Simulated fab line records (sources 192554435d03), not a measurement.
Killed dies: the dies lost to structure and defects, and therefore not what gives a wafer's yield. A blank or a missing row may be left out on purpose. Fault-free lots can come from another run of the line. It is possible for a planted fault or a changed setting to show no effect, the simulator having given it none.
Matching of chambers | flow n5Finfet | N5_BEOL_M14_ETCH_68 on rieDiel-04 has 4 sister chambers
The step etches SOC in N2/H2, time 450 s. 8 wafers are shown with their chamber, then 11 later ones without.

== WAFERS PAIRED WITH THEIR CHAMBERS ==
wafer  | chamber | drypumpMotorCurrentA (A) | showerheadPlenumPTorr (Torr)
L081.4 | 2       | 6.8                      | 2.50
L081.6 | 0       | 4.9                      | 2.43
L082.3 | 3       | 5.8                      | 2.50
L082.6 | 3       | 5.8                      | 2.50
L085.3 | 1       | 5.7                      | 2.40
L085.5 | 0       | 5.0                      | 2.43
L085.6 | 2       | 6.8                      | 2.49
L086.1 | 1       | 5.7                      | 2.40

== WAFERS WITH NO CHAMBER GIVEN ==
wafer  | drypumpMotorCurrentA (A) | showerheadPlenumPTorr (Torr)
L086.4 | 6.8                      | 2.49
L086.5 | 5.0                      | 2.43
L091.1 | 5.7                      | 2.40
L091.4 | 5.8                      | 2.49
L091.6 | 5.7                      | 2.40
L093.1 | 5.7                      | 2.72
L093.3 | 5.8                      | 2.49
L093.5 | 5.0                      | 2.42
L097.1 | 4.9                      | 2.42
L097.3 | 5.8                      | 2.48
L097.4 | 6.8                      | 2.48

== EACH ONE'S CHAMBER ==
wafer  | from the rows above | in truth
L086.4 | 2                   | 2
L086.5 | 0                   | 0
L091.1 | 1                   | 1
L091.4 | 3                   | 3
L091.6 | 1                   | 1
L093.1 | 3                   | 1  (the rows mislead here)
L093.3 | 3                   | 3
L093.5 | 0                   | 0
L097.1 | 0                   | 0
L097.3 | 3                   | 3
L097.4 | 2                   | 2
10 of 11 placed correctly. Number that these rows cannot place: 0. Wrongly placed: 1.
How it was worked out, from the rows above alone: a wafer's distance from a chamber is the root of the sum, over the readings, of the square of ((its reading less the chamber's mean) divided by the reading's scatter). If the next closest chamber is less than 2 further off than the closest, the wafer can't be placed; otherwise it belongs to the closest. A chamber's mean is the mean of its shown wafers. The scatter: the root of (the sum of the squares of (reading less its chamber's mean) over the shown wafers, divided by (wafers less chambers)).
